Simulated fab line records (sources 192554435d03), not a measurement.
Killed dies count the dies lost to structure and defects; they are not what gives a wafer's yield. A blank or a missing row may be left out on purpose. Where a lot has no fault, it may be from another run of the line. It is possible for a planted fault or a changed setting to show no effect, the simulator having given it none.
A struck lot beside a sound one / flow n5-finfet / 16 out of 1938 route steps
Sound: these wafers, L359.1, L359.3, L359.5. Struck: wafer L377.2; the same lot's L377.1 was not struck, so it is left out; see the end for the cause.
At each step with rows: each side's tool, then ch and its chambers, then its first start. Under that, the readings that differ: sound wafers / struck wafers / difference of the means / sigmas: that difference in standard deviations of wafers without a fault.
alike: same words and numbers on both sides, and readings whose means sit less than 2 such deviations apart. not compared: any withheld reading, any reading some wafer has no value for, any bound like >300 that may hide the same value, and any number with overlapping values for which the record gives no deviation.
A row with sigmas, a row that says differs or no value, or rows on one side alone: a step with any of these is where the two part. When numbers do not overlap yet have no deviation, they are printed without sigmas and do not part them. A reading that every wafer of one side lacks parts them only if that side has two wafers or more.

first, 1 step without rows for these wafers: N5_BEOL_M2_DEVELOP_27 (develop time 30 s).
N5_BEOL_M2_CD_MEAS_28: target cd 26.2 nm, target cd y 24.1 nm.
  sound on cd-sem-02 ch 0, day 6 17:43; struck on cd-sem-01 ch 0, day 11 17:57
  alike: cd-nm
N5_BEOL_M2_OVL_MEAS_29:
  sound on overlay-02 ch 0, day 6 17:45; struck on overlay-02 ch 0, day 11 17:59
  alike: V1_OVL
N5_BEOL_M2_INSPECT_30: inspects for defects (brightfield).
  sound on defect-inspect-01 at day 6 17:49; struck on defect-inspect-02 at day 11 18:02
  alike: raw-defect-count
N5_BEOL_M2_DESCUM_33: chemistry O2, time 7 s.
  sound on rie-diel-01 ch 2,3, day 6 17:51; struck on rie-diel-06 ch 2, day 11 18:20
  alike: chamber-pressure-mTorr, drypump-motor-current-A, o2-flow-sccm, oes-product-au, rf-vpp-V, showerhead-plenum-p-Torr, throttle-valve-pct
  not compared: rf-hours-counter-h
N5_BEOL_M2_ETCH_77: etches underlayer in N2/H2, target depth 6.5 nm, time 5.2 s.
  sound on rie-diel-01 ch 2,3, day 6 17:53; struck on rie-diel-06 ch 2, day 11 18:22
reading=rf-vpp-V (V); sound=527.9 529.9 527.0; struck=524.0; difference=-4.3; sigmas=-2
  alike: chamber-pressure-mTorr, drypump-motor-current-A, etch-rf-on-time-s, oes-product-au, showerhead-plenum-p-Torr, throttle-valve-pct
  not compared: rf-hours-counter-h
N5_BEOL_M2_ETCH_69: etches SiARC in CF4, target depth 15.6 nm, time 26 s.
  sound on rie-diel-01 ch 2,3, day 6 17:54; struck on rie-diel-06 ch 2, day 11 18:23
  alike: cf4-flow-sccm, chamber-pressure-mTorr, drypump-motor-current-A, etch-rf-on-time-s, oes-product-au, rf-vpp-V, showerhead-plenum-p-Torr, throttle-valve-pct
  not compared: rf-hours-counter-h
N5_BEOL_M2_ALD_98: deposits SiO2, target thk 2.5 nm, pulse time 1 s, co reactant pulse time 1 s.
  sound on ald-sin-02 ch 1,2,3, day 6 17:59; struck on ald-sin-02 ch 1, day 11 18:44
  alike: heater-power-w, precursor-pulse-height-rel
then, 1 step without rows for these wafers: N5_BEOL_M2_ETCHBACK_99 (etches SiO2 in CHF3, target depth 5 nm, time 10.4 s).
N5_BEOL_M2_ETCH_70: etches SOC in N2/H2, target depth 80 nm, overetch 24 nm, time 130 s.
  sound on rie-diel-01 ch 1,2, day 7 03:53; struck on rie-diel-01 ch 1, day 12 00:12
  alike: chamber-pressure-mTorr, drypump-motor-current-A, oes-product-au, rf-vpp-V, showerhead-plenum-p-Torr, throttle-valve-pct
  not compared: rf-hours-counter-h
then, 2 steps without rows for these wafers: N5_BEOL_M2_STRIP_71 (strips in N2/H2); N5_BEOL_M2_STRIP_78 (strips in N2/H2).
N5_BEOL_M2_VIA_ETCH_34: etches the open film in C4F6/O2, target depth 69.4 nm, time 65.9 s.
  sound on rie-diel-01 ch 1,2, day 7 04:00; struck on rie-diel-01 ch 1, day 12 00:19
reading=model.etch.depth-nm (nm); sound=68.09 68.28 68.81; struck=89.21; difference=+20.82; sigmas=
reading=model.SOC_of_BEOL_M2_COAT_67.thk-nm (nm); sound=51.6 51.8 51.6; struck=49.6; difference=-2.1; sigmas=
  alike: chamber-pressure-mTorr, drypump-motor-current-A, oes_f_703_au, oes-product-au, rf-vpp-V, showerhead-plenum-p-Torr, throttle-valve-pct
  not compared: rf-hours-counter-h
then, 1 step without rows for these wafers: N5_BEOL_M2_STRIP_83 (strips in C4F6/O2).
-- record jumps: 2 days separate the struck wafers' starts on either side; left off in module BEOL_M2, taken up again in module BEOL_M4, whose first shown step is the route's number 1111 --
N5_BEOL_M4_RC_MEAS_101:
  sound on prober-01 ch 0, day 8 22:01; struck on prober-02 ch 0, day 14 01:40
  alike: DIBL_N, DIBL_P, IOFF_N, IOFF_P, ION_N, ION_P, SS_N, SS_P, VT_N, VT_P
-- the record jumps here: 5 days lie between the struck wafers' starts before and after (it left off in module BEOL_M4 and takes up again in module PASSIVATION, whose first step shown is number 1936 of the route) --
N5_PASSIVATION_PROBE_49:
  the record has rows for the struck wafers here (prober-01, day 18 14:07) and none for the sound ones

## WHERE THEY PART
Last at N5_PASSIVATION_PROBE_49 as far as this record goes, first at N5_BEOL_M2_ETCH_77.

WHY: what had been put in by the simulator
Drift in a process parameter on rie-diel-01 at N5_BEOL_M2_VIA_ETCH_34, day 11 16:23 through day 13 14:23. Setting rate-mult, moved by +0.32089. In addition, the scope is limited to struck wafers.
